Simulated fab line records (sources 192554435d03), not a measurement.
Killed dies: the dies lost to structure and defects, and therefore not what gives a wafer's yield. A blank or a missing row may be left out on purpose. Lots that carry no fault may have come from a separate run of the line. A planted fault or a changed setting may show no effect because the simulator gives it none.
What tool caused it?    flow n5 finfet    at 1 step of a route of 1938, 10 lots with 29 wafers sampled

## WHAT THE GAUGES READ, wafer by wafer
N5_BEOL_M4_RC_MEAS_101. Usual: DIBL_N 36.3 mV/V, standard deviation 1.6; DIBL_P 36.2 mV/V, standard deviation 2.1; IOFF_N 0.16 nA/um, standard deviation 0.031; IOFF_P 0.21 nA/um, standard deviation 0.034; ION_N 673 uA/um, standard deviation 11; ION_P 461 uA/um, standard deviation 7.4; SS_N 71.6 mV/dec, standard deviation 0.55; SS_P 73.3 mV/dec, standard deviation 0.66; VT_N 251 mV, standard deviation 3.2; VT_P -251 mV, standard deviation 3.5.
lot   measured      on         DIBL_N (mV/V)   DIBL_P (mV/V)   IOFF_N (nA/um)  IOFF_P (nA/um)  ION_N (uA/um)  ION_P (uA/um)  SS_N (mV/dec)   SS_P (mV/dec)   VT_N (mV)    VT_P (mV)       flag
L372  day 7 13:00   prober-02  36.6 34.4       35.7 33.3       0.16 0.13       0.23 0.19       678 683        469 473        72.4 71.6       73.7 73.3       250 252      -252 -250       
L377  day 8 20:27   prober-01  34.0 35.5 32.7  34.1 35.7 32.4  0.12 0.15 0.11  0.20 0.21 0.18  665 666 669    465 461 468    70.5 70.8 70.6  73.1 73.2 72.9  253 251 256  -249 -247 -252  
L381  day 9 14:40   prober-02  34.8 36.3 37.1  35.7 37.0 38.3  0.14 0.16 0.18  0.18 0.19 0.22  652 679 665    452 461 455    70.9 71.2 71.7  72.8 73.4 74.2  247 250 246  -252 -254 -250  
L382  day 9 19:12   prober-01  34.6 36.0 35.9  34.2 36.7 36.5  0.14 0.18 0.17  0.17 0.20 0.20  675 683 694    458 469 469    71.9 71.6 72.3  73.1 73.8 74.3  252 249 249  -255 -251 -252  
L384  day 10 13:17  prober-02  34.2 36.8 36.3  36.2 39.3 38.6  0.13 0.18 0.17  0.19 0.24 0.24  672 669 689    466 461 475    70.9 72.6 71.2  72.7 73.5 74.0  253 246 247  -252 -248 -247  
L385  day 10 20:28  prober-01  37.8 38.2 36.2  37.6 37.3 36.6  0.15 0.17 0.14  0.21 0.19 0.18  675 673 660    460 450 453    72.0 72.4 71.2  73.3 73.8 73.5  252 249 251  -253 -257 -256  
L386  day 11 05:43  prober-01  36.4 35.1 38.9  38.2 35.3 40.0  0.18 0.15 0.22  0.25 0.19 0.27  687 670 682    474 457 467    71.8 71.4 72.6  73.9 73.2 74.5  246 249 246  -248 -250 -250  
L387  day 11 16:39  prober-02  36.4 34.2 34.8  34.9 32.6 34.5  0.15 0.12 0.14  0.19 0.16 0.19  674 643 660    457 451 459    71.6 71.2 70.7  72.7 71.4 73.0  248 255 253  -251 -251 -252  
L394  day 13 07:39  prober-01  34.2 37.2 36.9  32.7 37.0 36.4  0.10 0.15 0.14  0.14 0.19 0.19  656 667 666    455 456 463    70.4 71.2 71.6  71.8 72.6 72.9  257 251 252  -254 -253 -255  
L395  day 13 10:01  prober-01  37.9 39.1 39.1  38.5 41.1 41.7  0.19 0.23 0.25  0.23 0.28 0.29  687 697 708    466 472 478    71.7 73.3 72.5  74.6 74.0 74.3  248 245 243  -249 -248 -248  

## EACH LOT AND THE TOOL THAT RAN IT (in order: tool; ch and the chambers of the sampled wafers; start)
No process step before these readings appears in the record.

## WHAT THE TOOLS THEMSELVES READ (means of the sampled wafers that have a number; where no wafer has one, the mark that the record gives instead)
The record holds no such reading with a usual standard deviation.

## THE ANSWER, worked out from the rows above alone
Rule: lot off if the mean of its wafers having a number is beyond 3 standard deviations from the usual mean. Also off: a lot with no number at a reading for which 4 or more lots have one. Where the step has rows for the other lots, those lots are counted as sound. After the gauges, taken in route order, come the tools' own readings; for these a lot's mean is taken, as printed above. The first step at which some lot is off is used, and at that step the reading that is off furthest; a lot without a number counts as furthest.
Nothing can be told from this: no lot is off at any reading shown.

## WHAT WAS PUT IN BY THE SIMULATOR
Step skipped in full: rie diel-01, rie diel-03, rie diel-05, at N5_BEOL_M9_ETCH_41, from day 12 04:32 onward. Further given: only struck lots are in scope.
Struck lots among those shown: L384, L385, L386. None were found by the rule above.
